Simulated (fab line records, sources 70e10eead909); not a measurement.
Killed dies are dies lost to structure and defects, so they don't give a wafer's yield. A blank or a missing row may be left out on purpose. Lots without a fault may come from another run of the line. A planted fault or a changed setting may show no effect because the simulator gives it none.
fab line records | flow nand_harc
record lots=13 wafers=39 last_day=32
route steps=1302 shown A_START@389 A_SOURCE_PLATE@418 A_ONON_D1@427 END@1302
lots that met no fault: from a run of the same line without faults
start_h: hours from the record's first day to the start of the lot's first wafer shown | wait_h: hours since the lot's step before | " the same as in the row above | L1.1+2: a row that stands for several wafers | - no value, or no start given | * or withheld: withheld | < > ~ a bound
route shown NAME@n: a module of which the file shows steps, and the number in the route of the first | usual: mean/standard deviation of fault-free wafers | same: alike in all rows | chamber/n: place in a boat | sites: the reading at each site | _std_site: their standard deviation | _edge_site: outer sites' mean less inner sites' | radius_mm: how far each site lies from the wafer's centre | mask NAME#n: copy n | behind: the tool/chamber that last shaped the wafer | hold: why the lot was held/for how many hours/how that ended | device: the transistor (n, p or np) that didn't switch | end of line: the same wafers' tests at the end of the route | a step without rows: its recipe alone | killed: dies lost to structure and defects at the first sort, not the wafer's yield | map: a wafer's dies, x killed, . not, _ none there
set.NAME: the setting as run; set.NAME@STEP: as run at that earlier step | model.NAME: the simulator's own value behind a step, which no gauge read
steps of the route over a sample of lots; a table a step, a row a wafer
services: from which hour (start_h, from the record's first day; less than 0 if before it) a tool's chamber was out of use, for how many hours, and why
## steps
# step NHARC_A_START_INSPECT_01
# usual raw_defect_count=3.2/1.9
# columns lot.wafer tool chamber start_h wait_h raw_defect_count
L926.4 defect_inspect-01 - 144.01 - 2
L926.5 " - " " 6
L926.6 " - " " 3
L927.2 defect_inspect-02 - 150.80 - 3
L927.3 " - " " 4
L927.6 " - " " 0
L929.2 defect_inspect-02 - 164.45 - 2
L929.4 " - " " 5
L929.5 " - " " 4
L930.1 defect_inspect-01 - 178.61 - 3
L930.4 " - " " 6
L930.5 " - " " 4
L936.2 defect_inspect-02 - 241.96 - 5
L936.3 " - " " 3
L936.6 " - " " 2
L940.2 defect_inspect-02 - 289.42 - 3
L940.4 " - " " 2
L940.5 " - " " 0
L942.1 defect_inspect-02 - 296.26 - 1
L942.2 " - " " 5
L942.6 " - " " 2
L941.2 defect_inspect-01 - 297.87 - 1
L941.4 " - " " 4
L941.6 " - " " 3
L944.3 defect_inspect-01 - 326.54 - 0
L944.4 " - " " 5
L944.5 " - " " 6
L946.1 defect_inspect-02 - 333.62 - 3
L946.2 " - " " 4
L946.6 " - " " 0
L945.3 defect_inspect-02 - 333.98 - 2
L945.4 " - " " 6
L945.5 " - " " 2
L947.2 defect_inspect-02 - 345.21 - 3
L947.5 " - " " 6
L947.6 " - " " 10
L948.1 defect_inspect-02 - 355.74 - 4
L948.3 " - " " 4
L948.6 " - " " 4
# step NHARC_A_SOURCE_PLATE_CVD_03
# recipe target_thk_a=2000 temp_c=620 pressure_mtorr=200 time_s=4000 material=poly-Si
# usual spike_tc_bottom_C=641.2/2.2 spike_tc_centre_C=621.2/1.3 spike_tc_lower_C=620.3/0.94 spike_tc_top_C=637.7/1.4 spike_tc_upper_C=620.1/1.3 zone_power_lower_pct=8.2/0.34
# columns lot.wafer tool chamber start_h wait_h spike_tc_bottom_C spike_tc_centre_C spike_tc_lower_C spike_tc_top_C spike_tc_upper_C zone_power_lower_pct
L926.4 lpcvd_poly-04 0 156.66 - 637.7 619.3 620.2 638.8 619.0 7.7
L926.5 " 0 " " 638.5 619.5 619.9 638.1 618.7 7.8
L926.6 " 0 " " 639.6 619.6 619.4 636.7 620.2 7.7
L927.2 lpcvd_poly-01 0 162.73 - 643.5 621.2 621.3 638.9 621.1 8.4
L927.3 " 0 " " 643.5 621.3 619.0 639.2 620.0 8.6
L927.6 " 0 " " 643.7 621.0 620.6 636.4 620.5 8.6
L929.2 lpcvd_poly-01 0 179.39 - 660.6 638.2 637.4 653.6 637.7 8.8
L929.4 " 0 " " 660.1 638.8 638.8 653.9 638.3 9.0
L929.5 " 0 " " 659.5 638.2 637.0 655.5 638.4 8.8
L930.1 lpcvd_poly-01 0 190.68 - 660.6 637.4 636.8 652.5 638.4 8.8
L930.4 " 0 " " 660.2 639.1 636.5 653.9 638.4 9.0
L930.5 " 0 " " 660.6 638.4 638.3 655.6 637.2 8.9
L936.2 lpcvd_poly-01 0 253.63 - 643.5 622.9 619.9 637.9 620.7 8.6
L936.3 " 0 " " 641.9 621.4 622.6 640.6 620.1 8.6
L936.6 " 0 " " 642.9 621.3 619.5 637.2 620.7 8.6
L940.2 lpcvd_poly-03 0 302.67 - 641.3 622.8 620.1 636.5 619.4 8.0
L940.4 " 0 " " 640.4 620.3 619.3 635.7 619.1 8.0
L940.5 " 0 " " 641.3 621.4 622.3 634.8 617.5 8.1
L941.2 lpcvd_poly-01 0 308.36 - 643.8 622.1 621.1 638.5 621.7 8.5
L941.4 " 0 " " 642.0 623.2 618.7 638.5 621.5 8.4
L941.6 " 0 " " 642.6 621.5 621.4 637.3 621.5 8.5
L942.1 lpcvd_poly-01 0 308.36 - 642.4 621.8 620.9 638.0 621.0 8.7
L942.2 " 0 " " 641.8 621.8 621.3 638.2 622.6 8.5
L942.6 " 0 " " 642.8 621.7 621.1 637.3 620.3 8.4
L944.3 lpcvd_poly-01 0 338.56 - 644.2 623.0 619.1 638.6 621.9 8.6
L944.4 " 0 " " 644.5 621.7 619.7 638.7 621.1 8.5
L944.5 " 0 " " 644.4 621.6 621.7 639.5 622.0 8.5
L945.3 lpcvd_poly-04 0 345.31 - 637.9 619.4 619.7 636.8 618.5 7.6
L945.4 " 0 " " 638.4 619.9 620.9 639.3 621.6 7.7
L945.5 " 0 " " 637.9 620.8 619.1 639.4 620.8 7.7
L946.1 lpcvd_poly-04 0 345.31 - 637.1 619.9 620.8 637.2 618.1 7.7
L946.2 " 0 " " 639.9 620.6 619.1 637.5 620.3 7.7
L946.6 " 0 " " 638.2 618.8 620.7 639.5 618.6 7.7
L947.2 lpcvd_poly-01 0 356.97 - 642.4 623.1 620.8 639.7 620.7 8.4
L947.5 " 0 " " 643.4 621.2 619.8 638.4 619.4 8.5
L947.6 " 0 " " 643.3 623.1 620.2 638.4 619.7 8.5
L948.1 lpcvd_poly-04 0 367.77 - 635.0 617.1 619.9 637.4 618.5 7.8
L948.3 " 0 " " 638.4 619.9 621.1 638.1 617.5 7.7
L948.6 " 0 " " 638.3 619.9 621.2 639.3 618.2 7.7
# step NHARC_A_SOURCE_PLATE_THK_MEAS_06
# recipe thk_meas_gauge=ellipsometry
# usual thk_nm=199.0/2.4
# columns lot.wafer tool chamber start_h wait_h thk_nm
L926.4 film_metro-02 - 166.66 0.4 199.4
L926.5 " - " " 198.2
L926.6 " - " " 202.4
L927.2 film_metro-02 - 173.21 0.4 200.1
L927.3 " - " " 198.2
L927.6 " - " " 202.3
L929.2 film_metro-02 - 190.50 0.4 294.2
L929.4 " - " " 294.3
L929.5 " - " " 295.5
L930.1 film_metro-01 - 200.70 0.4 294.4
L930.4 " - " " 292.4
L930.5 " - " " 294.7
L936.2 film_metro-02 - 264.08 0.4 201.5
L936.3 " - " " 198.6
L936.6 " - " " 197.1
L940.2 film_metro-02 - 312.81 0.4 200.7
L940.4 " - " " 199.6
L940.5 " - " " 198.6
L941.2 film_metro-02 - 322.07 0.4 198.8
L941.4 " - " " 200.1
L941.6 " - " " 202.6
L942.1 film_metro-01 - 322.07 0.4 201.1
L942.2 " - " " 199.2
L942.6 " - " " 199.4
L944.3 film_metro-01 - 348.44 0.4 197.8
L944.4 " - " " 199.4
L944.5 " - " " 201.2
L945.3 film_metro-01 - 355.60 0.4 196.3
L945.4 " - " " 197.8
L945.5 " - " " 194.9
L946.1 film_metro-02 - 355.60 0.4 195.6
L946.2 " - " " 197.7
L946.6 " - " " 198.3
L947.2 film_metro-01 - 367.78 0.4 199.7
L947.5 " - " " 195.5
L947.6 " - " " 198.4
L948.1 film_metro-01 - 378.14 0.4 202.0
L948.3 " - " " 200.9
L948.6 " - " " 198.4
# step NHARC_A_ONON_D1_THK_MEAS_05
# recipe thk_meas_gauge=ellipsometry
# usual thk_nm=998/10
# columns lot.wafer tool chamber start_h wait_h thk_nm
L926.4 film_metro-02 - 167.90 - 1002
L926.5 " - " " 1001
L926.6 " - " " 1000
L927.2 film_metro-01 - 174.42 - 997
L927.3 " - " " 994
L927.6 " - " " 993
L929.2 film_metro-02 - 191.72 - 999
L929.4 " - " " 999
L929.5 " - " " 1000
L930.1 film_metro-01 - 201.91 - 1006
L930.4 " - " " 1006
L930.5 " - " " 1005
L936.2 film_metro-02 - 265.30 - 994
L936.3 " - " " 994
L936.6 " - " " 994
L940.2 film_metro-02 - 314.02 - 1007
L940.4 " - " " 1008
L940.5 " - " " 1008
L941.2 film_metro-02 - 323.30 - 1015
L941.4 " - " " 1015
L941.6 " - " " 1016
L942.1 film_metro-01 - 323.48 - 982
L942.2 " - " " 984
L942.6 " - " " 983
L944.3 film_metro-01 - 349.65 - 1017
L944.4 " - " " 1017
L944.5 " - " " 1018
L946.1 film_metro-02 - 356.81 - 993
L946.2 " - " " 994
L946.6 " - " " 992
L945.3 film_metro-01 - 356.82 - 988
L945.4 " - " " 986
L945.5 " - " " 987
L947.2 film_metro-02 - 369.01 - 992
L947.5 " - " " 993
L947.6 " - " " 994
L948.1 film_metro-01 - 379.36 - 1012
L948.3 " - " " 1010
L948.6 " - " " 1010
# step NHARC_A_ONON_D1_THK_MEAS_14
# recipe thk_meas_gauge=ellipsometry
# usual thk_nm=998/8.7
# columns lot.wafer tool chamber start_h wait_h thk_nm
L926.4 film_metro-01 - 169.61 - 988
L926.5 " - " " 988
L926.6 " - " " 987
L927.2 film_metro-02 - 176.11 - 1001
L927.3 " - " " 1002
L927.6 " - " " 999
L929.2 film_metro-01 - 193.42 - 1003
L929.4 " - " " 1004
L929.5 " - " " 1003
L930.1 film_metro-02 - 203.61 - 1006
L930.4 " - " " 1004
L930.5 " - " " 1006
L936.2 film_metro-02 - 266.99 - 1005
L936.3 " - " " 1007
L936.6 " - " " 1008
L940.2 film_metro-02 - 315.72 - 1005
L940.4 " - " " 1004
L940.5 " - " " 1005
L941.2 film_metro-01 - 325.00 - 1006
L941.4 " - " " 1006
L941.6 " - " " 1007
L942.1 film_metro-02 - 325.19 - 992
L942.2 " - " " 992
L942.6 " - " " 993
L944.3 film_metro-01 - 351.35 - 999
L944.4 " - " " 999
L944.5 " - " " 1000
L945.3 film_metro-02 - 358.51 - 981
L945.4 " - " " 978
L945.5 " - " " 980
L946.1 film_metro-01 - 358.52 - 1008
L946.2 " - " " 1007
L946.6 " - " " 1007
L947.2 film_metro-02 - 370.70 - 989
L947.5 " - " " 989
L947.6 " - " " 988
L948.1 film_metro-01 - 381.05 - 1004
L948.3 " - " " 1007
L948.6 " - " " 1006
# step NHARC_END_SORT_01
# recipe temp_c=25
# usual killed_at_array=52/18 killed_at_other=0.6/1.1 killed_at_periphery=3.7/2.4 killed_dies=57/19 killed_open=3.1/1.7 killed_short=2.5/1.7
# same gross_dies=677
# columns lot.wafer tool chamber start_h wait_h killed_at_array killed_at_other killed_at_periphery killed_dies killed_open killed_short
L930.1 prober-01 0 600.31 2.5 85 0 3 88 2 1
L930.4 prober-01 0 602.72 3.4 91 1 6 98 6 3
L930.5 prober-01 0 603.52 3.7 63 1 4 68 6 3
L936.2 prober-02 0 686.73 2.8 35 0 0 35 3 3
L936.3 prober-02 0 687.54 3.1 32 0 1 33 2 3
L936.6 prober-02 0 689.96 4.0 32 0 0 32 1 5
L941.2 prober-02 0 733.91 2.8 41 1 1 43 4 9
L941.4 prober-02 0 735.50 3.4 22 3 5 30 4 1
L941.6 prober-02 0 737.10 4.0 25 1 5 31 4 0
L940.2 prober-01 0 738.36 2.8 43 1 9 53 6 3
L940.4 prober-01 0 739.97 3.4 50 0 3 53 1 5
L940.5 prober-01 0 740.78 3.7 50 0 7 57 4 5
L946.1 prober-01 0 750.46 2.5 27 2 4 33 6 3
L946.2 prober-01 0 751.23 2.8 46 0 5 51 2 4
L946.6 prober-01 0 754.33 3.9 47 0 1 48 3 2
L944.3 prober-02 0 752.03 3.1 63 0 8 71 7 0
L944.4 prober-02 0 752.82 3.4 62 0 10 72 1 5
L944.5 prober-02 0 753.61 3.7 53 0 6 59 4 3
L945.3 prober-01 0 764.83 3.1 77 0 4 81 7 1
L945.4 prober-01 0 765.63 3.4 71 0 4 75 4 3
L945.5 prober-01 0 766.43 3.7 53 0 5 58 6 0
L947.2 prober-02 0 773.00 2.8 62 2 8 72 5 4
L947.5 prober-02 0 775.37 3.7 73 0 8 81 6 4
L947.6 prober-02 0 776.16 4.0 54 1 7 62 1 3
# killed by level:class
L930.1 A_CHANNEL_HOLE_D1:chamber_film_flake=33 A_SLIT:chamber_film_flake=25 A_CHANNEL_HOLE_D2:chamber_film_flake=18 P_ZERO_WELL:chamber_film_flake=2 A_ZERO_WELL:chamber_film_flake=2 A_WL_FILL:chamber_film_flake=2 A_CONTACT:chamber_film_flake=2 A_ONON_D1:geometric_particle:open=1
L930.4 A_SLIT:chamber_film_flake=27 A_CHANNEL_HOLE_D2:chamber_film_flake=25 A_CHANNEL_HOLE_D1:chamber_film_flake=22 A_CONTACT:chamber_film_flake=5 P_ZERO_WELL:chamber_film_flake=4 A_WL_FILL:chamber_film_flake=3 A_WL_FILL:geometric_particle:short=2 P_M0:geometric_particle:open=1
L930.5 A_SLIT:chamber_film_flake=24 A_CHANNEL_HOLE_D1:chamber_film_flake=14 A_CONTACT:chamber_film_flake=7 A_CHANNEL_HOLE_D2:chamber_film_flake=6 A_WL_FILL:chamber_film_flake=2 P_GATE:geometric_particle:open=1 P_M2:geometric_particle:short=1 A_ONON_D1:geometric_particle:short=1
L936.2 A_CHANNEL_HOLE_D2:chamber_film_flake=19 A_CHANNEL_HOLE_D1:chamber_film_flake=4 A_DECK1_JOINT:chamber_film_flake=2 A_DECK1_JOINT:geometric_particle:open=1 A_DECK1_JOINT:geometric_particle:short=1 A_CHANNEL_FILL_D2:geometric_particle:open=1 A_CHANNEL_FILL_D2:geometric_particle:short=1 A_SGD_CUT:geometric_particle:short=1
L936.3 A_CHANNEL_HOLE_D2:chamber_film_flake=18 A_CHANNEL_HOLE_D1:chamber_film_flake=2 A_DECK1_JOINT:chamber_film_flake=2 A_STAIRCASE:chamber_film_flake=2 A_ONON_D1:geometric_particle:short=1 A_CHANNEL_FILL_D1:geometric_particle:short=1 A_CHANNEL_FILL_D2:geometric_particle:short=1 A_CHANNEL_FILL_D2:geometric_particle:open=1
L936.6 A_CHANNEL_HOLE_D2:chamber_film_flake=17 A_SLIT:chamber_film_flake=4 A_CHANNEL_FILL_D2:geometric_particle:short=2 A_CONTACT:chamber_film_flake=2 A_STAIRCASE:geometric_particle:short=1 A_SGD_CUT:geometric_particle:short=1 A_SGD_CUT:geometric_particle:open=1 A_WL_FILL:geometric_particle:short=1
L941.2 A_CHANNEL_HOLE_D1:chamber_film_flake=10 A_SLIT:chamber_film_flake=9 A_CONTACT:chamber_film_flake=4 A_STAIRCASE:chamber_film_flake=3 A_DECK1_JOINT:geometric_particle:short=2 A_SOURCE_PLATE:geometric_particle:open=1 A_ONON_D1:geometric_particle:open=1 A_CHANNEL_HOLE_D1:geometric_particle:short=1
L941.4 A_CHANNEL_HOLE_D1:chamber_film_flake=9 A_SLIT:chamber_film_flake=5 P_M2:chamber_film_flake=3 A_CONTACT:chamber_film_flake=3 A_CHANNEL_FILL_D2:geometric_particle:open=2 THIN_TSV:chamber_film_flake=2 P_M2:geometric_particle:open=1 A_ONON_D1:geometric_particle:open=1
L941.6 A_CHANNEL_HOLE_D1:chamber_film_flake=9 A_SLIT:chamber_film_flake=6 A_STAIRCASE:chamber_film_flake=3 A_M0:geometric_particle:open=2 P_GATE:chamber_film_flake=2 A_WL_FILL:chamber_film_flake=2 P_M0:geometric_particle:open=1 A_CHANNEL_FILL_D1:geometric_particle:open=1
L940.2 A_CHANNEL_HOLE_D2:chamber_film_flake=19 A_CHANNEL_HOLE_D1:chamber_film_flake=7 P_M1:chamber_film_flake=5 A_STAIRCASE:chamber_film_flake=4 A_SLIT:chamber_film_flake=3 A_DECK1_JOINT:geometric_particle:open=2 A_ONON_D2:geometric_particle:short=2 A_M0:geometric_particle:open=2
L940.4 A_CHANNEL_HOLE_D2:chamber_film_flake=22 A_CHANNEL_HOLE_D1:chamber_film_flake=9 A_CONTACT:chamber_film_flake=6 A_STAIRCASE:chamber_film_flake=4 A_ONON_D1:geometric_particle:short=2 A_CHANNEL_FILL_D1:geometric_particle:short=2 A_ONON_D1:geometric_particle:open=1 A_CHANNEL_HOLE_D2:geometric_particle:short=1
L940.5 A_CHANNEL_HOLE_D2:chamber_film_flake=19 A_STAIRCASE:chamber_film_flake=7 A_CHANNEL_HOLE_D1:chamber_film_flake=6 A_CONTACT:chamber_film_flake=5 P_CONTACT:chamber_film_flake=4 A_SLIT:chamber_film_flake=4 A_CHANNEL_HOLE_D1:geometric_particle:short=3 P_M1:chamber_film_flake=2
L946.1 A_CHANNEL_HOLE_D1:chamber_film_flake=17 P_M0:geometric_particle:open=2 A_CHANNEL_HOLE_D2:chamber_film_flake=2 P_GATE:geometric_particle:open=1 P_M0:geometric_particle:short=1 A_SOURCE_PLATE:geometric_particle:open=1 A_ONON_D1:geometric_particle:short=1 A_SGD_CUT:geometric_particle:open=1
L946.2 A_CHANNEL_HOLE_D1:chamber_film_flake=26 A_CONTACT:chamber_film_flake=5 A_M1:chamber_film_flake=4 P_GATE:chamber_film_flake=3 A_SLIT:chamber_film_flake=3 P_M1:geometric_particle:short=2 A_WL_FILL:chamber_film_flake=2 A_ONON_D1:geometric_particle:short=1
L944.3 A_SLIT:chamber_film_flake=24 A_CHANNEL_HOLE_D2:chamber_film_flake=16 A_CHANNEL_HOLE_D1:chamber_film_flake=11 A_STAIRCASE:chamber_film_flake=4 P_M2:chamber_film_flake=3 A_DECK1_JOINT:chamber_film_flake=3 P_GATE:chamber_film_flake=2 P_GATE:geometric_particle:open=1
L944.4 A_SLIT:chamber_film_flake=25 A_CHANNEL_HOLE_D2:chamber_film_flake=16 A_CHANNEL_HOLE_D1:chamber_film_flake=12 P_M2:chamber_film_flake=5 P_GATE:chamber_film_flake=3 A_STAIRCASE:chamber_film_flake=3 A_ONON_D2:geometric_particle:short=2 P_M1:geometric_particle:short=1
L944.5 A_SLIT:chamber_film_flake=27 A_CHANNEL_HOLE_D2:chamber_film_flake=12 A_CHANNEL_HOLE_D1:chamber_film_flake=6 P_GATE:chamber_film_flake=3 A_WL_FILL:geometric_particle:short=2 P_M2:chamber_film_flake=2 P_CONTACT:geometric_particle:open=1 A_ONON_D1:geometric_particle:open=1
L946.6 A_CHANNEL_HOLE_D1:chamber_film_flake=28 A_SLIT:chamber_film_flake=5 A_STAIRCASE:chamber_film_flake=3 A_CONTACT:chamber_film_flake=2 A_ONON_D1:geometric_particle:short=1 A_ONON_D2:geometric_particle:open=1 A_CHANNEL_FILL_D2:geometric_particle:open=1 A_CHANNEL_FILL_D2:geometric_particle:short=1
L945.3 A_CHANNEL_HOLE_D2:chamber_film_flake=23 A_SLIT:chamber_film_flake=22 A_CHANNEL_HOLE_D1:chamber_film_flake=12 A_CONTACT:chamber_film_flake=8 A_ONON_D2:geometric_particle:open=3 P_M1:geometric_particle:open=2 A_CHANNEL_FILL_D1:chamber_film_flake=2 A_SGD_CUT:chamber_film_flake=2
L945.4 A_CHANNEL_HOLE_D2:chamber_film_flake=25 A_SLIT:chamber_film_flake=22 A_CHANNEL_HOLE_D1:chamber_film_flake=8 P_GATE:chamber_film_flake=4 A_CONTACT:chamber_film_flake=4 A_M1:chamber_film_flake=4 A_ONON_D1:geometric_particle:short=1 A_ONON_D1:geometric_particle:open=1
L945.5 A_SLIT:chamber_film_flake=20 A_CHANNEL_HOLE_D1:chamber_film_flake=15 A_CHANNEL_HOLE_D2:chamber_film_flake=10 A_BLC:geometric_particle:open=3 P_GATE:chamber_film_flake=3 A_CONTACT:chamber_film_flake=3 P_GATE:geometric_particle:open=1 P_M1:geometric_particle:open=1
L947.2 A_SLIT:chamber_film_flake=25 A_CHANNEL_HOLE_D1:chamber_film_flake=16 A_CONTACT:chamber_film_flake=11 P_GATE:chamber_film_flake=3 A_CHANNEL_FILL_D1:geometric_particle:short=2 P_ZERO_WELL:chamber_film_flake=2 A_STAIRCASE:chamber_film_flake=2 P_GATE:geometric_particle:short=1
L947.5 A_SLIT:chamber_film_flake=34 A_CHANNEL_HOLE_D1:chamber_film_flake=11 A_STAIRCASE:chamber_film_flake=7 A_CONTACT:chamber_film_flake=6 P_GATE:chamber_film_flake=5 A_WL_FILL:chamber_film_flake=3 A_WL_FILL:geometric_particle:open=2 A_DECK1_JOINT:chamber_film_flake=2
L947.6 A_SLIT:chamber_film_flake=30 A_CHANNEL_HOLE_D1:chamber_film_flake=7 A_CONTACT:chamber_film_flake=6 P_GATE:chamber_film_flake=5 A_STAIRCASE:chamber_film_flake=4 A_CHANNEL_FILL_D1:geometric_particle:short=2 A_DECK1_JOINT:chamber_film_flake=2 P_STI:geometric_particle:short=1
## services
# columns tool chamber start_h hours kind
lpcvd_poly-01 - 292.47 14.1 repair
## key
first_sign step=NHARC_A_SOURCE_PLATE_CVD_03 reading=spike_tc_lower_C direction=up sigmas=18 usual=620.3 struck=637.5
effect step=NHARC_A_SOURCE_PLATE_CVD_03 reading=spike_tc_upper_C direction=up sigmas=14 usual=620.1 struck=638.1
effect step=NHARC_A_SOURCE_PLATE_THK_MEAS_06 reading=thk_nm direction=up sigmas=40 usual=199.0 struck=294.3
met_at NHARC_A_SOURCE_PLATE_CVD_03
struck_lots L929,L930
tester_left_out L929,L930
not_acting_at NHARC_A_START_INSPECT_01,NHARC_A_ONON_D1_THK_MEAS_05,NHARC_A_ONON_D1_THK_MEAS_14
onset_between 162.73 179.39
fault kind=process_parameter_drift tool=lpcvd_poly-01 chamber=- onset_h=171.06 steps=NHARC_A_SOURCE_PLATE_CVD_03 channel=temp_c offset=* shape=step end_h=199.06 acts_in=* stated=*
# tester_left_out: of these lots the tester's yield and bins aren't shown, on N5 and GAA mostly nor the transistor test; their killed dies are dies lost to structure and defects alone, not to doping, threshold or leakage, so they don't give the yield
